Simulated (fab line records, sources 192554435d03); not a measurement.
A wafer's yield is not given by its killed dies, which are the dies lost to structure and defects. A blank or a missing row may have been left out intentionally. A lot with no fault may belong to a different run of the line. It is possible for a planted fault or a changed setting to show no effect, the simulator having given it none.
Which tool was responsible? / flow n5-finfet / Sampling: 14 lots, 41 wafers, 4 of 1938 route steps

## WHAT THE GAUGES READ, wafer by wafer
The record lacks any reading of a measuring or inspecting step that a usual standard deviation could be used to judge.

## TOOL THAT RAN EACH LOT (tool first, then ch and the chambers of the sampled wafers, then the start)
lot=L577; N5_BEOL_M15_STRIP_63=rie-diel-06 ch 1,2, day 11 09:49 or earlier; N5_BEOL_M15_DEVELOP_27=litho-track-05 ch 0, day 11 09:49; N5_BEOL_M15_DESCUM_33=rie-diel-04 ch 1,2, day 11 10:09; N5_BEOL_M15_ETCH_61=rie-diel-04 ch 1,2, day 11 10:11
lot=L578; N5_BEOL_M15_STRIP_63=rie-diel-04 ch 1,2,3, day 11 13:17 or earlier; N5_BEOL_M15_DEVELOP_27=litho-track-01 ch 0, day 11 13:17; N5_BEOL_M15_DESCUM_33=rie-diel-04 ch 0,1,2, day 11 13:29; N5_BEOL_M15_ETCH_61=rie-diel-04 ch 0,1,2, day 11 13:31
lot=L582; N5_BEOL_M15_STRIP_63=rie-diel-06 ch 0,1, day 12 05:47 or earlier; N5_BEOL_M15_DEVELOP_27=litho-track-03, day 12 05:47; N5_BEOL_M15_DESCUM_33=rie-diel-04 ch 0,2,3, day 12 06:02; N5_BEOL_M15_ETCH_61=rie-diel-04 ch 0,2,3, day 12 06:04
lot=L581; N5_BEOL_M15_STRIP_63=rie-diel-06 ch 0,2,3, day 12 05:59 or earlier; N5_BEOL_M15_DEVELOP_27=litho-track-03, day 12 05:59; N5_BEOL_M15_DESCUM_33=rie-diel-06 ch 1,3, day 12 06:11; N5_BEOL_M15_ETCH_61=rie-diel-06 ch 1,3, day 12 06:14
lot=L584; N5_BEOL_M15_STRIP_63=rie-diel-06 ch 0,1,2, day 12 19:05 or earlier; N5_BEOL_M15_DEVELOP_27=litho-track-01 ch 0, day 12 19:05; N5_BEOL_M15_DESCUM_33=rie-diel-06 ch 0,3, day 12 19:17; N5_BEOL_M15_ETCH_61=rie-diel-06 ch 0,3, day 12 19:19
lot=L587; N5_BEOL_M15_STRIP_63=rie-diel-04 ch 0,1, day 13 14:41 or earlier; N5_BEOL_M15_DEVELOP_27=litho-track-01 ch 0, day 13 14:41; N5_BEOL_M15_DESCUM_33=rie-diel-02 ch 0,1,3, day 13 14:53; N5_BEOL_M15_ETCH_61=rie-diel-02 ch 0,1,3, day 13 14:55
lot=L590; N5_BEOL_M15_STRIP_63=rie-diel-02 ch 0,2,3, day 14 21:31 or earlier; N5_BEOL_M15_DEVELOP_27=litho-track-03 ch 0, day 14 21:31; N5_BEOL_M15_DESCUM_33=rie-diel-04 ch 1,2, day 14 21:48; N5_BEOL_M15_ETCH_61=rie-diel-04 ch 1,2, day 14 21:50
lot=L592; N5_BEOL_M15_STRIP_63=rie-diel-02 ch 1,2,3, day 15 03:49 or earlier; N5_BEOL_M15_DEVELOP_27=litho-track-03 ch 0, day 15 03:49; N5_BEOL_M15_DESCUM_33=rie-diel-04 ch 0,1,3, day 15 04:01; N5_BEOL_M15_ETCH_61=rie-diel-04 ch 0,1,3, day 15 04:03
lot=L591; N5_BEOL_M15_STRIP_63=rie-diel-02 ch 1,2, day 15 07:30 or earlier; N5_BEOL_M15_DEVELOP_27=litho-track-03 ch 0, day 15 07:30; N5_BEOL_M15_DESCUM_33=rie-diel-02 ch 0,2,3, day 15 07:42; N5_BEOL_M15_ETCH_61=rie-diel-02 ch 0,2,3, day 15 07:44
lot=L593; N5_BEOL_M15_STRIP_63=rie-diel-04 ch 2,3, day 16 10:07 or earlier; N5_BEOL_M15_DEVELOP_27=litho-track-03 ch 0, day 16 10:07; N5_BEOL_M15_DESCUM_33=rie-diel-02 ch 0,1,3, day 16 10:19; N5_BEOL_M15_ETCH_61=rie-diel-02 ch 0,1,3, day 16 10:21
lot=L595; N5_BEOL_M15_STRIP_63=rie-diel-02 ch 1,3, day 16 23:13 or earlier; N5_BEOL_M15_DEVELOP_27=litho-track-05 ch 0, day 16 23:13; N5_BEOL_M15_DESCUM_33=rie-diel-04 ch 0,1,2, day 16 23:24; N5_BEOL_M15_ETCH_61=rie-diel-04 ch 0,1,2, day 16 23:26
lot=L599; N5_BEOL_M15_STRIP_63=rie-diel-02 ch 0,2,3, day 18 07:25 or earlier; N5_BEOL_M15_DEVELOP_27=litho-track-01 ch 0, day 18 07:25; N5_BEOL_M15_DESCUM_33=rie-diel-06 ch 0,1,3, day 18 08:07; N5_BEOL_M15_ETCH_61=rie-diel-06 ch 0,1,3, day 18 08:08
lot=L600; N5_BEOL_M15_STRIP_63=rie-diel-04 ch 0,3, day 19 10:05 or earlier; N5_BEOL_M15_DEVELOP_27=litho-track-03 ch 0, day 19 10:05; N5_BEOL_M15_DESCUM_33=rie-diel-04 ch 0,3, day 19 10:17; N5_BEOL_M15_ETCH_61=rie-diel-04 ch 0,3, day 19 10:19
lot=L598; N5_BEOL_M15_STRIP_63=rie-diel-04 ch 0,2,3, day 19 14:33 or earlier; N5_BEOL_M15_DEVELOP_27=litho-track-01 ch 0, day 19 14:33; N5_BEOL_M15_DESCUM_33=rie-diel-02 ch 0,3, day 19 14:45; N5_BEOL_M15_ETCH_61=rie-diel-02 ch 0,3, day 19 14:47
- N5_BEOL_M15_STRIP_63: strips in O2.
- N5_BEOL_M15_DEVELOP_27: develop time 45 s.
- N5_BEOL_M15_DESCUM_33: chemistry O2, time 7.9 s.
- N5_BEOL_M15_ETCH_61: etches BARC in N2/H2, target depth 89 nm, overetch 26.7 nm, time 67.9 s.

## WHAT THE TOOLS THEMSELVES READ (means of the sampled wafers that have a number; where no wafer has one, the mark that the record gives instead)
N5_BEOL_M15_STRIP_63. Usual: chamber-pressure-mTorr 30.00 mTorr, standard deviation 0.038; drypump-motor-current-A 5.6 A, standard deviation 0.51; oes-product-au 0.78 a.u., standard deviation 0.076; rf-vpp-V 3.6 V, standard deviation 0.67; showerhead-plenum-p-Torr 2.11 Torr, standard deviation 0.052; throttle-valve-pct 16.72 %, standard deviation 0.23.
lot=L577; tool=rie-diel-06; chamber-pressure-mTorr (mTorr)=29.99; drypump-motor-current-A (A)=5.7; oes-product-au (a.u.)=0.74; rf-vpp-V (V)=3.4; showerhead-plenum-p-Torr (Torr)=2.13; throttle-valve-pct (%)=17.00; flag=
lot=L578; tool=rie-diel-04; chamber-pressure-mTorr (mTorr)=30.03; drypump-motor-current-A (A)=5.5; oes-product-au (a.u.)=0.78; rf-vpp-V (V)=3.6; showerhead-plenum-p-Torr (Torr)=2.12; throttle-valve-pct (%)=16.75; flag=
lot=L582; tool=rie-diel-06; chamber-pressure-mTorr (mTorr)=30.03; drypump-motor-current-A (A)=5.3; oes-product-au (a.u.)=0.80; rf-vpp-V (V)=3.8; showerhead-plenum-p-Torr (Torr)=2.13; throttle-valve-pct (%)=16.64; flag=
lot=L581; tool=rie-diel-06; chamber-pressure-mTorr (mTorr)=30.03; drypump-motor-current-A (A)=5.7; oes-product-au (a.u.)=0.86; rf-vpp-V (V)=3.5; showerhead-plenum-p-Torr (Torr)=2.07; throttle-valve-pct (%)=16.52; flag=
lot=L584; tool=rie-diel-06; chamber-pressure-mTorr (mTorr)=29.99; drypump-motor-current-A (A)=5.4; oes-product-au (a.u.)=0.80; rf-vpp-V (V)=4.3; showerhead-plenum-p-Torr (Torr)=2.11; throttle-valve-pct (%)=16.69; flag=
lot=L587; tool=rie-diel-04; chamber-pressure-mTorr (mTorr)=30.00; drypump-motor-current-A (A)=5.8; oes-product-au (a.u.)=0.74; rf-vpp-V (V)=3.8; showerhead-plenum-p-Torr (Torr)=2.15; throttle-valve-pct (%)=16.72; flag=
lot=L590; tool=rie-diel-02; chamber-pressure-mTorr (mTorr)=29.98; drypump-motor-current-A (A)=5.5; oes-product-au (a.u.)=0.76; rf-vpp-V (V)=2.9; showerhead-plenum-p-Torr (Torr)=2.13; throttle-valve-pct (%)=16.78; flag=
lot=L592; tool=rie-diel-02; chamber-pressure-mTorr (mTorr)=29.96; drypump-motor-current-A (A)=5.7; oes-product-au (a.u.)=0.78; rf-vpp-V (V)=3.3; showerhead-plenum-p-Torr (Torr)=2.13; throttle-valve-pct (%)=16.65; flag=
lot=L591; tool=rie-diel-02; chamber-pressure-mTorr (mTorr)=29.97; drypump-motor-current-A (A)=5.9; oes-product-au (a.u.)=0.78; rf-vpp-V (V)=3.1; showerhead-plenum-p-Torr (Torr)=2.10; throttle-valve-pct (%)=16.67; flag=
lot=L593; tool=rie-diel-04; chamber-pressure-mTorr (mTorr)=29.95; drypump-motor-current-A (A)=5.1; oes-product-au (a.u.)=0.78; rf-vpp-V (V)=3.6; showerhead-plenum-p-Torr (Torr)=2.06; throttle-valve-pct (%)=16.82; flag=
lot=L595; tool=rie-diel-02; chamber-pressure-mTorr (mTorr)=30.02; drypump-motor-current-A (A)=5.5; oes-product-au (a.u.)=0.73; rf-vpp-V (V)=3.4; showerhead-plenum-p-Torr (Torr)=2.11; throttle-valve-pct (%)=16.68; flag=
lot=L599; tool=rie-diel-02; chamber-pressure-mTorr (mTorr)=30.02; drypump-motor-current-A (A)=5.5; oes-product-au (a.u.)=0.82; rf-vpp-V (V)=3.4; showerhead-plenum-p-Torr (Torr)=2.12; throttle-valve-pct (%)=16.64; flag=
lot=L600; tool=rie-diel-04; chamber-pressure-mTorr (mTorr)=30.04; drypump-motor-current-A (A)=5.2; oes-product-au (a.u.)=0.75; rf-vpp-V (V)=3.3; showerhead-plenum-p-Torr (Torr)=2.10; throttle-valve-pct (%)=16.75; flag=
lot=L598; tool=rie-diel-04; chamber-pressure-mTorr (mTorr)=30.01; drypump-motor-current-A (A)=5.1; oes-product-au (a.u.)=0.76; rf-vpp-V (V)=3.7; showerhead-plenum-p-Torr (Torr)=2.07; throttle-valve-pct (%)=16.81; flag=

N5_BEOL_M15_DEVELOP_27. Usual: chill-plate-temp-C 22.98 C, standard deviation 0.1; developer-temp-C 21.00 C, standard deviation 0.097.
lot=L577; tool=litho-track-05; chill-plate-temp-C (C)=22.86; developer-temp-C (C)=20.93; flag=
lot=L578; tool=litho-track-01; chill-plate-temp-C (C)=23.13; developer-temp-C (C)=20.94; flag=
lot=L582; tool=litho-track-03; chill-plate-temp-C (C)=-; developer-temp-C (C)=-; flag=OFF
lot=L581; tool=litho-track-03; chill-plate-temp-C (C)=-; developer-temp-C (C)=-; flag=OFF
lot=L584; tool=litho-track-01; chill-plate-temp-C (C)=22.97; developer-temp-C (C)=20.97; flag=
lot=L587; tool=litho-track-01; chill-plate-temp-C (C)=22.80; developer-temp-C (C)=20.98; flag=
lot=L590; tool=litho-track-03; chill-plate-temp-C (C)=22.99; developer-temp-C (C)=21.11; flag=
lot=L592; tool=litho-track-03; chill-plate-temp-C (C)=23.11; developer-temp-C (C)=21.09; flag=
lot=L591; tool=litho-track-03; chill-plate-temp-C (C)=23.04; developer-temp-C (C)=20.94; flag=
lot=L593; tool=litho-track-03; chill-plate-temp-C (C)=22.92; developer-temp-C (C)=20.89; flag=
lot=L595; tool=litho-track-05; chill-plate-temp-C (C)=23.07; developer-temp-C (C)=20.98; flag=
lot=L599; tool=litho-track-01; chill-plate-temp-C (C)=23.02; developer-temp-C (C)=20.98; flag=
lot=L600; tool=litho-track-03; chill-plate-temp-C (C)=22.86; developer-temp-C (C)=20.94; flag=
lot=L598; tool=litho-track-01; chill-plate-temp-C (C)=22.91; developer-temp-C (C)=21.09; flag=

N5_BEOL_M15_DESCUM_33. Usual: chamber-pressure-mTorr 20.000 mTorr, standard deviation 0.017; drypump-motor-current-A 5.5 A, standard deviation 0.49; oes-product-au 0.79 a.u., standard deviation 0.078; rf-vpp-V 243.2 V, standard deviation 1.1; showerhead-plenum-p-Torr 2.10 Torr, standard deviation 0.054; throttle-valve-pct 20.47 %, standard deviation 0.26.
lot=L577; tool=rie-diel-04; chamber-pressure-mTorr (mTorr)=19.990; drypump-motor-current-A (A)=5.5; oes-product-au (a.u.)=0.78; rf-vpp-V (V)=242.9; showerhead-plenum-p-Torr (Torr)=2.10; throttle-valve-pct (%)=20.51; flag=
lot=L578; tool=rie-diel-04; chamber-pressure-mTorr (mTorr)=19.993; drypump-motor-current-A (A)=5.4; oes-product-au (a.u.)=0.78; rf-vpp-V (V)=243.4; showerhead-plenum-p-Torr (Torr)=2.10; throttle-valve-pct (%)=20.46; flag=
lot=L582; tool=rie-diel-04; chamber-pressure-mTorr (mTorr)=20.015; drypump-motor-current-A (A)=5.1; oes-product-au (a.u.)=0.79; rf-vpp-V (V)=242.6; showerhead-plenum-p-Torr (Torr)=2.08; throttle-valve-pct (%)=20.49; flag=
lot=L581; tool=rie-diel-06; chamber-pressure-mTorr (mTorr)=19.996; drypump-motor-current-A (A)=5.7; oes-product-au (a.u.)=0.77; rf-vpp-V (V)=243.2; showerhead-plenum-p-Torr (Torr)=2.13; throttle-valve-pct (%)=20.54; flag=
lot=L584; tool=rie-diel-06; chamber-pressure-mTorr (mTorr)=20.009; drypump-motor-current-A (A)=5.4; oes-product-au (a.u.)=0.91; rf-vpp-V (V)=243.4; showerhead-plenum-p-Torr (Torr)=2.05; throttle-valve-pct (%)=19.96; flag=
lot=L587; tool=rie-diel-02; chamber-pressure-mTorr (mTorr)=19.997; drypump-motor-current-A (A)=5.3; oes-product-au (a.u.)=0.72; rf-vpp-V (V)=243.5; showerhead-plenum-p-Torr (Torr)=2.11; throttle-valve-pct (%)=20.50; flag=
lot=L590; tool=rie-diel-04; chamber-pressure-mTorr (mTorr)=19.994; drypump-motor-current-A (A)=5.4; oes-product-au (a.u.)=0.78; rf-vpp-V (V)=243.3; showerhead-plenum-p-Torr (Torr)=2.07; throttle-valve-pct (%)=20.56; flag=
lot=L592; tool=rie-diel-04; chamber-pressure-mTorr (mTorr)=20.007; drypump-motor-current-A (A)=5.5; oes-product-au (a.u.)=0.75; rf-vpp-V (V)=244.1; showerhead-plenum-p-Torr (Torr)=2.13; throttle-valve-pct (%)=20.50; flag=
lot=L591; tool=rie-diel-02; chamber-pressure-mTorr (mTorr)=20.009; drypump-motor-current-A (A)=5.5; oes-product-au (a.u.)=0.74; rf-vpp-V (V)=243.3; showerhead-plenum-p-Torr (Torr)=2.12; throttle-valve-pct (%)=20.53; flag=
lot=L593; tool=rie-diel-02; chamber-pressure-mTorr (mTorr)=20.001; drypump-motor-current-A (A)=5.3; oes-product-au (a.u.)=0.81; rf-vpp-V (V)=243.3; showerhead-plenum-p-Torr (Torr)=2.10; throttle-valve-pct (%)=20.37; flag=
lot=L595; tool=rie-diel-04; chamber-pressure-mTorr (mTorr)=20.011; drypump-motor-current-A (A)=5.4; oes-product-au (a.u.)=0.75; rf-vpp-V (V)=242.6; showerhead-plenum-p-Torr (Torr)=2.09; throttle-valve-pct (%)=20.52; flag=
lot=L599; tool=rie-diel-06; chamber-pressure-mTorr (mTorr)=19.982; drypump-motor-current-A (A)=5.6; oes-product-au (a.u.)=0.79; rf-vpp-V (V)=242.7; showerhead-plenum-p-Torr (Torr)=2.07; throttle-valve-pct (%)=20.31; flag=
lot=L600; tool=rie-diel-04; chamber-pressure-mTorr (mTorr)=19.989; drypump-motor-current-A (A)=5.3; oes-product-au (a.u.)=0.75; rf-vpp-V (V)=242.6; showerhead-plenum-p-Torr (Torr)=2.11; throttle-valve-pct (%)=20.55; flag=
lot=L598; tool=rie-diel-02; chamber-pressure-mTorr (mTorr)=19.997; drypump-motor-current-A (A)=5.1; oes-product-au (a.u.)=0.77; rf-vpp-V (V)=243.5; showerhead-plenum-p-Torr (Torr)=2.12; throttle-valve-pct (%)=20.38; flag=

N5_BEOL_M15_ETCH_61. Usual: chamber-pressure-mTorr 29.999 mTorr, standard deviation 0.026; drypump-motor-current-A 5.5 A, standard deviation 0.49; oes-product-au 0.67 a.u., standard deviation 0.06; rf-vpp-V 523.8 V, standard deviation 1.8; showerhead-plenum-p-Torr 2.54 Torr, standard deviation 0.06; throttle-valve-pct 17.93 %, standard deviation 0.23.
lot=L577; tool=rie-diel-04; chamber-pressure-mTorr (mTorr)=30.035; drypump-motor-current-A (A)=5.6; oes-product-au (a.u.)=0.67; rf-vpp-V (V)=524.7; showerhead-plenum-p-Torr (Torr)=2.54; throttle-valve-pct (%)=17.94; flag=
lot=L578; tool=rie-diel-04; chamber-pressure-mTorr (mTorr)=29.996; drypump-motor-current-A (A)=5.4; oes-product-au (a.u.)=0.66; rf-vpp-V (V)=523.5; showerhead-plenum-p-Torr (Torr)=2.55; throttle-valve-pct (%)=17.90; flag=
lot=L582; tool=rie-diel-04; chamber-pressure-mTorr (mTorr)=30.002; drypump-motor-current-A (A)=5.1; oes-product-au (a.u.)=0.68; rf-vpp-V (V)=523.5; showerhead-plenum-p-Torr (Torr)=2.52; throttle-valve-pct (%)=17.87; flag=
lot=L581; tool=rie-diel-06; chamber-pressure-mTorr (mTorr)=29.992; drypump-motor-current-A (A)=5.7; oes-product-au (a.u.)=0.66; rf-vpp-V (V)=524.6; showerhead-plenum-p-Torr (Torr)=2.58; throttle-valve-pct (%)=18.05; flag=
lot=L584; tool=rie-diel-06; chamber-pressure-mTorr (mTorr)=29.995; drypump-motor-current-A (A)=5.3; oes-product-au (a.u.)=0.77; rf-vpp-V (V)=523.1; showerhead-plenum-p-Torr (Torr)=2.51; throttle-valve-pct (%)=17.52; flag=
lot=L587; tool=rie-diel-02; chamber-pressure-mTorr (mTorr)=29.988; drypump-motor-current-A (A)=5.3; oes-product-au (a.u.)=0.62; rf-vpp-V (V)=523.8; showerhead-plenum-p-Torr (Torr)=2.57; throttle-valve-pct (%)=18.09; flag=
lot=L590; tool=rie-diel-04; chamber-pressure-mTorr (mTorr)=29.993; drypump-motor-current-A (A)=5.4; oes-product-au (a.u.)=0.66; rf-vpp-V (V)=522.0; showerhead-plenum-p-Torr (Torr)=2.50; throttle-valve-pct (%)=17.98; flag=
lot=L592; tool=rie-diel-04; chamber-pressure-mTorr (mTorr)=29.999; drypump-motor-current-A (A)=5.5; oes-product-au (a.u.)=0.64; rf-vpp-V (V)=524.3; showerhead-plenum-p-Torr (Torr)=2.58; throttle-valve-pct (%)=17.88; flag=
lot=L591; tool=rie-diel-02; chamber-pressure-mTorr (mTorr)=29.990; drypump-motor-current-A (A)=5.6; oes-product-au (a.u.)=0.65; rf-vpp-V (V)=525.0; showerhead-plenum-p-Torr (Torr)=2.58; throttle-valve-pct (%)=18.05; flag=
lot=L593; tool=rie-diel-02; chamber-pressure-mTorr (mTorr)=29.987; drypump-motor-current-A (A)=5.4; oes-product-au (a.u.)=0.69; rf-vpp-V (V)=523.9; showerhead-plenum-p-Torr (Torr)=2.56; throttle-valve-pct (%)=17.95; flag=
lot=L595; tool=rie-diel-04; chamber-pressure-mTorr (mTorr)=29.975; drypump-motor-current-A (A)=5.4; oes-product-au (a.u.)=0.64; rf-vpp-V (V)=523.3; showerhead-plenum-p-Torr (Torr)=2.53; throttle-valve-pct (%)=17.96; flag=
lot=L599; tool=rie-diel-06; chamber-pressure-mTorr (mTorr)=29.981; drypump-motor-current-A (A)=5.6; oes-product-au (a.u.)=0.68; rf-vpp-V (V)=522.5; showerhead-plenum-p-Torr (Torr)=2.53; throttle-valve-pct (%)=17.84; flag=
lot=L600; tool=rie-diel-04; chamber-pressure-mTorr (mTorr)=29.989; drypump-motor-current-A (A)=5.2; oes-product-au (a.u.)=0.65; rf-vpp-V (V)=524.1; showerhead-plenum-p-Torr (Torr)=2.55; throttle-valve-pct (%)=17.88; flag=
lot=L598; tool=rie-diel-02; chamber-pressure-mTorr (mTorr)=30.010; drypump-motor-current-A (A)=5.1; oes-product-au (a.u.)=0.66; rf-vpp-V (V)=525.0; showerhead-plenum-p-Torr (Torr)=2.59; throttle-valve-pct (%)=17.96; flag=

## THE ANSWER, worked out from the rows above alone
Rule: lot off if the mean of its wafers having a number is beyond 3 standard deviations from the usual mean. A lot without any number at a reading at which 4 lots or more have one is off too. Any other lot the step has rows for is counted as sound. Order of review: gauges by route order, followed by the tools' own readings, for which a lot's mean as printed above is used. At the first step where some lot is off, the reading lying furthest off is the one used; lots without a number count as furthest.
Off, at N5_BEOL_M15_DEVELOP_27 on chill-plate-temp-C: L582, L581. Without a number there: L582, L581.
A tool fits if, at that step or a process step before it, it ran every lot that is off, and no sound lot after the first of them. N5_BEOL_M15_STRIP_63 gives no start for some lots, so the hours and the order of its lots are those of N5_BEOL_M15_DEVELOP_27. None of those tried fits.

## WHAT THE SIMULATOR PUT IN
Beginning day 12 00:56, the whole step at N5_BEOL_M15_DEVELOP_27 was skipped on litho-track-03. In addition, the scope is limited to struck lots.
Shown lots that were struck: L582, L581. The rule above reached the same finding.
